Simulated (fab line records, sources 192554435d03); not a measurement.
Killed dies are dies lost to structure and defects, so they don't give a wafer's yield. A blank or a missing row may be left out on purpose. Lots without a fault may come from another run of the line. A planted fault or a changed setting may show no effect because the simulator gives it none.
Chamber matching | flow n5_finfet | N5_GATE_CUT_ETCH_36 on rie_diel-04: 4 sister chambers
The step etches SiARC in CF4, target depth 13 nm, time 21.7 s. 14 wafers are shown with their chamber, then 7 later ones without.

WAFERS WITH THEIR CHAMBER
wafer  | chamber | showerhead_plenum_p_Torr (Torr) | drypump_motor_current_A (A) | throttle_valve_pct (%)
L075.1 | 0       | 2.27                            | 5.3                         | 14.93
L075.3 | 2       | 2.07                            | 6.6                         | 15.63
L075.5 | 2       | 2.07                            | 6.6                         | 15.65
L078.4 | 2       | 2.07                            | 6.7                         | 15.65
L078.5 | 3       | 2.10                            | 5.1                         | 15.26
L078.6 | 2       | 2.07                            | 6.6                         | 15.65
L079.4 | 1       | 2.25                            | 6.2                         | 15.51
L079.5 | 3       | 2.10                            | 5.1                         | 15.28
L079.6 | 0       | 2.27                            | 5.3                         | 14.94
L083.2 | 2       | 2.07                            | 6.6                         | 15.66
L083.4 | 0       | 2.27                            | 5.3                         | 14.96
L083.6 | 2       | 2.07                            | 6.6                         | 15.66
L084.1 | 0       | 2.26                            | 5.3                         | 14.96
L084.2 | 1       | 2.25                            | 6.1                         | 15.50

SIGNATURES (means of the wafers above)
reading                  | chamber 0 | chamber 1 | chamber 2 | chamber 3 | scatter within a chamber
showerhead_plenum_p_Torr | 2.2675    | 2.2500    | 2.0700    | 2.1000    | 0.00274
drypump_motor_current_A  | 5.300     | 6.150     | 6.617     | 5.100     | 0.0365
throttle_valve_pct       | 14.9475   | 15.5050   | 15.6500   | 15.2700   | 0.0123
Rule: a wafer's distance from a chamber is the root of the sum, over the readings, of the square of ((its reading less the chamber's mean) divided by the reading's scatter). The wafer belongs to the nearest chamber; if the next one is less than 2 further off, it can't be placed. The scatter: the root of (the sum of the squares of (reading less its chamber's mean) over the shown wafers, divided by (wafers less chambers)).

WAFERS WITHOUT THEIR CHAMBER
wafer  | showerhead_plenum_p_Torr (Torr) | drypump_motor_current_A (A) | throttle_valve_pct (%)
L084.3 | 2.10                            | 5.1                         | 15.26
L085.3 | 2.06                            | 6.6                         | 15.68
L085.4 | 2.26                            | 5.3                         | 14.97
L085.6 | 2.10                            | 5.1                         | 15.26
L096.2 | 2.06                            | 6.6                         | 15.72
L096.3 | 2.26                            | 5.3                         | 15.01
L096.5 | 2.26                            | 5.3                         | 15.02

WHICH CHAMBER EACH WENT THROUGH
wafer  | from the rows above | in truth
L084.3 | 3                   | 3
L085.3 | 2                   | 2
L085.4 | 0                   | 0
L085.6 | 3                   | 3
L096.2 | 2                   | 2
L096.3 | 0                   | 0
L096.5 | 0                   | 0
Placed correctly: 7 of 7. Can't be placed from these rows: 0. Placed wrongly: 0.
